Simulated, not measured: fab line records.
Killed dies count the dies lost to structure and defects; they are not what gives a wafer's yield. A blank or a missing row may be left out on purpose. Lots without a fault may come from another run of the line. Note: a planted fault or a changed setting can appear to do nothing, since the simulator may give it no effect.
Struck lot and sound lot, side by side | flow n5Finfet | 26 steps out of a route of 1938
Sound: these wafers, L879.3, L879.4, L879.5. Wafers struck: L890.2, L890.4, L890.6. The cause is named last.
Order at every step that has rows: each side's tool, ch and its chambers, its first start. Under that, the readings that differ: sound wafers | struck wafers | difference of the means | sigmas: that difference in standard deviations of wafers without a fault.
alike: a reading whose means differ by less than 2 such deviations, as well as words and numbers matching on both sides. not compared: withheld readings; readings where some wafer has no value; bounds like >300 that might hide an equal value; numbers whose values overlap and for which the record gives no deviation.
Wherever a step has rows on one side only, a row that says differs or no value, or a row with sigmas, the two part there. Non-overlapping numbers with no deviation appear without sigmas and do not part them. Lack of a reading on every wafer of one side parts them only where that side has two or more wafers.

first, 4 steps without rows for these wafers: N5_WELL_APT_OXIDE_STRIP_42 (strips SiO2 in dHF, time 45 s, target depth 12 nm); N5_WELL_APT_PRECLEAN_36 (cleans in O3/DIW, time 45 s); N5_WELL_APT_PRECLEAN_39 (cleans in dHF, time 60 s); N5_WELL_APT_SRD_37 (time 30 s).
N5_WELL_APT_EPI_41: deposits Si from SiH4/H2, target thk 50 nm, time 297.7 s.
  sound on epiRpcvd-03 ch 0, day 2 07:48; struck on epiRpcvd-01 ch 0, day 4 22:20
  alike: chamberPressureTorr, throttleValvePct
N5_WELL_APT_INSPECT_38: inspects for defects (darkfield).
  struck on defectInspect-02, day 4 23:04; sound on defectInspect-02, day 2 08:14
  alike: rawDefectCount
then, 6 steps without rows for these wafers: N5_PMOS_HMC_CHANNEL_EPI_HM_DEP_34 (deposits SiO2 from TEOS/O2, target thk 36 nm, time 6.9 s); N5_PMOS_HMC_CHANNEL_EPI_COAT_31 (time 60 s, resist thk 66 nm); N5_PMOS_HMC_CHANNEL_EPI_COAT_03 (resist thk 205 nm); N5_PMOS_HMC_CHANNEL_EPI_EBR_05; N5_PMOS_HMC_CHANNEL_EPI_SOFTBAKE_04 (time 60 s); N5_PMOS_HMC_CHANNEL_EPI_EXPOSE_06 (exposes mask PMOS HMC BLK, target cd 240 nm).
N5_PMOS_HMC_CHANNEL_EPI_PEB_07: peb time 60 s.
  sound on lithoTrack-02 ch 0, day 2 08:37; struck on lithoTrack-02 ch 0, day 4 23:26
then, 1 step without rows for these wafers: N5_PMOS_HMC_CHANNEL_EPI_DEVELOP_08 (develop time 30 s).
N5_PMOS_HMC_CHANNEL_EPI_CD_MEAS_09: the cd target is 237.4 nm.
  sound on cdSem-01 ch 0, day 2 08:41; struck on cdSem-01 ch 0, day 4 23:31
reading   | sound             | struck            | difference | sigmas
cdNm (nm) | 239.0 238.5 238.6 | 245.6 244.3 244.0 | +5.9       | +5
N5_PMOS_HMC_CHANNEL_EPI_OVL_MEAS_10:
  sound on overlay-02 ch 0, day 2 08:42; struck on overlay-01 ch 0, day 4 23:32
reading               | sound       | struck         | difference | sigmas
PMOS_HMC_BLK_OVL (nm) | 0.0 0.7 0.8 | -0.4 -1.1 -1.2 | -1.4       | -2
N5_PMOS_HMC_CHANNEL_EPI_INSPECT_11: inspects for defects (macro).
  struck on defectInspect-02, day 4 23:34; sound on defectInspect-01, day 2 08:44
  alike: rawDefectCount
N5_PMOS_HMC_CHANNEL_EPI_DESCUM_14: chemistry O2, time 7.9 s.
  sound on rieDiel-04 ch 1,3, day 2 08:46; struck on rieDiel-02 ch 0,1,3, day 4 23:35
reading                              | sound             | struck            | difference | sigmas
model.PMOS_HMC_CHANNEL_EPI.cdNm (nm) | 238.8 238.3 239.2 | 246.2 244.3 244.2 | +6.1       | 
  alike: drypumpMotorCurrentA, oesProductAu, rfVppV, showerheadPlenumPTorr, throttleValvePct
  not compared: rfHoursCounterH
N5_PMOS_HMC_CHANNEL_EPI_ETCH_32: etches BARC in N2/H2, stops on SiO2, target depth 85.8 nm, time 50.3 s.
  sound on rieDiel-04 ch 1,3, day 2 08:48; struck on rieDiel-02 ch 0,1,3, day 4 23:38
  alike: drypumpMotorCurrentA, oesProductAu, rfVppV, showerheadPlenumPTorr, throttleValvePct
  not compared: rfHoursCounterH
N5_PMOS_HMC_CHANNEL_EPI_HM_OPEN_15: chemistry CHF3/O2, target SiO2, target depth 40.6 nm, time 20.3 s.
  sound on rieDiel-04 ch 1,3, day 2 08:50; struck on rieDiel-02 ch 0,1,3, day 4 23:40
reading               | sound             | struck            | difference | sigmas
CHF3_flow_sccm (sccm) | 49.90 49.83 49.59 | 50.08 50.20 49.91 | +0.29      | +2
  alike: drypumpMotorCurrentA, oesProductAu, rfVppV, showerheadPlenumPTorr, throttleValvePct
  not compared: rfHoursCounterH
N5_PMOS_HMC_CHANNEL_EPI_STRIP_33: strips in N2/H2.
  sound on rieDiel-04 ch 1,3, day 2 08:53; struck on rieDiel-02 ch 0,1,3, day 4 23:44
  alike: drypumpMotorCurrentA, oesProductAu, rfVppV, showerheadPlenumPTorr, throttleValvePct
  not compared: rfHoursCounterH
then, 1 step without rows for these wafers: N5_PMOS_HMC_CHANNEL_EPI_STRIP_17 (strips in SPM, time 750 s).
N5_PMOS_HMC_CHANNEL_EPI_ETCH_38: etches SiO2 in CF4, target depth 1.5 nm.
  sound on rieSi-03 ch 0,1,2, day 2 09:12; struck on rieSi-03 ch 0,3, day 5 00:02
  alike: drypumpMotorCurrentA, oesProductAu, throttleValvePct
  not compared: rfHoursCounterH
N5_PMOS_HMC_CHANNEL_EPI_FIN_RECESS_16: chemistry HBr/Cl2, target Si, target depth 54 nm, time 18 s.
  sound on rieSi-03 ch 0,1,2, day 2 09:13; struck on rieSi-03 ch 0,3, day 5 00:03
reading                              | sound             | struck          | difference | sigmas
model.PMOS_HMC_CHANNEL_EPI.cdNm (nm) | 242.2 241.4 242.2 | 248.3 247 245.2 | +4.9       | 
  alike: drypumpMotorCurrentA, oesProductAu, throttleValvePct
  not compared: rfHoursCounterH
then, 1 step without rows for these wafers: N5_PMOS_HMC_CHANNEL_EPI_PRECLEAN_36 (cleans in O3/DIW, time 45 s).
N5_PASSIVATION_PROBE_49:
  rows exist in the record for the sound wafers here (prober-01, day 13 09:26), none for the struck ones

== WHERE THEY PART ==
At N5_PMOS_HMC_CHANNEL_EPI_CD_MEAS_09 first; at N5_PASSIVATION_PROBE_49 last (within this record only).

WHY: the cause the simulator had injected
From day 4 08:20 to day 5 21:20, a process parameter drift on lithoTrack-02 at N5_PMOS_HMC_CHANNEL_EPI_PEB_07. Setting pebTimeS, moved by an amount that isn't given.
